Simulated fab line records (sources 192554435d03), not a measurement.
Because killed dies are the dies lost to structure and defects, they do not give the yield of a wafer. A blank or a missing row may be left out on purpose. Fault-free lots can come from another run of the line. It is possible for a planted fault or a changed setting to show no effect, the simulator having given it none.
Check of tool commonality | flow n5-finfet | Sample size 8 lots and 24 wafers

## REASON FOR OPENING
At N5_SDB_INSPECT_36 the reading raw-defect-count is flagged on 2 of 8 lots. Fault-free wafers read 36, with a standard deviation of 17.
Rule: a lot is flagged when every wafer of it that has a number lies more than 4 standard deviations from that mean, or none has a number. The rest of the lots are taken to be sound.

lot  | measured    | on                | raw-defect-count, wafer by wafer | flag
L150 | day 4 07:02 | defect-inspect-02 | 58 57 63                         |
L152 | day 4 15:38 | defect-inspect-01 | 41 74 52                         |
L155 | day 5 10:19 | defect-inspect-01 | 26 24 23                         |
L160 | day 6 19:23 | defect-inspect-02 | 25 17 23                         |
L161 | day 6 23:13 | defect-inspect-01 | 635 648 672                      | FLAGGED
L162 | day 7 03:52 | defect-inspect-01 | 583 587 580                      | FLAGGED
L167 | day 8 13:00 | defect-inspect-01 | 20 48 31                         |
L171 | day 9 11:16 | defect-inspect-02 | 40 19 40                         |
The numbers of the flagged lots are 618 on average: +582 against the usual, or +34 standard deviations.

## WHICH TOOL EACH LOT WENT THROUGH
2 process steps preceding the reading are held in the record, out of 1938 steps in the route. In each cell: the tool, then ch and the chambers that the sampled wafers went through, then the start.
lot  | flag    | N5_ILD0_CMP_12               | N5_SDB_CMP_30
L150 |         | cmp-01 ch 0,1, day 4 02:22   | cmp-01 ch 1,3, day 4 06:45
L152 |         | cmp-03 ch 0,1,3, day 4 11:07 | cmp-03 ch 0,1,2, day 4 15:23
L155 |         | cmp-01 ch 0,1,2, day 5 05:38 | cmp-01 ch 0,2,3, day 5 10:00
L160 |         | cmp-03 ch 1,3, day 6 14:44   | cmp-03 ch 0,1, day 6 19:04
L161 | FLAGGED | cmp-02 ch 0,1,2, day 6 18:36 | cmp-01 ch 1,3, day 6 22:53
L162 | FLAGGED | cmp-01 ch 0,1, day 6 23:07   | cmp-01 ch 0,1, day 7 03:32
L167 |         | cmp-02 ch 1,2, day 8 07:44   | cmp-04 ch 0,3, day 8 12:41
L171 |         | cmp-02 ch 0,2,3, day 9 05:52 | cmp-04 ch 1,2,3, day 9 10:59
What the steps here do:
- N5_ILD0_CMP_12: polishes SiNx, stops on poly-Si, t overpolish 6 s, target thk 17.67 nm.
- N5_SDB_CMP_30: polishes, stops on poly-Si, t overpolish 1.54 s, target thk 30 nm.
- N5_SDB_INSPECT_36: inspects for defects (darkfield).

## FLAGGED AGAINST TOTAL, ONE TOOL AT A TIME (gauges that did the reading follow at the end)
step              | tool              | lots run | flagged | share of the flagged lots | sound lots run after its first flagged lot
N5_ILD0_CMP_12    | cmp-01            | 3        | 1       | some                      | 0
N5_ILD0_CMP_12    | cmp-02            | 3        | 1       | some                      | 2 (L167,L171)
N5_ILD0_CMP_12    | cmp-03            | 2        | 0       | none                      | -
N5_SDB_CMP_30     | cmp-01            | 4        | 2       | all                       | 0
N5_SDB_CMP_30     | cmp-03            | 2        | 0       | none                      | -
N5_SDB_CMP_30     | cmp-04            | 2        | 0       | none                      | -
N5_SDB_INSPECT_36 | defect-inspect-01 | 5        | 2       | all                       | 1 (L167)
N5_SDB_INSPECT_36 | defect-inspect-02 | 3        | 0       | none                      | -

## THE TABLE: WHAT IT ALLOWS
Table rows that saw every flagged lot: 2, namely cmp-01 at N5_SDB_CMP_30 and defect-inspect-01 at N5_SDB_INSPECT_36.
- cmp-01 at N5_SDB_CMP_30 ran 4 lots, 2 of them flagged. Last sound lot L155 at day 5 10:00, first flagged lot L161 at day 6 22:53; a fault beginning in between fits.
- defect-inspect-01 at N5_SDB_INSPECT_36 ran 5 lots, 2 of them flagged. After the first flagged lot (L167), sound lots still ran on it; a lasting fault on the whole tool would not permit that.
Just one tool remains: cmp-01 at N5_SDB_CMP_30.

## WHAT THE SIMULATOR PUT IN
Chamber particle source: cmp-01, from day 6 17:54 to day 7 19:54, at N5_SDB_CMP_30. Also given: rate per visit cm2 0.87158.
Lots struck among those shown: L161, L162. This agrees with what the rule above found.
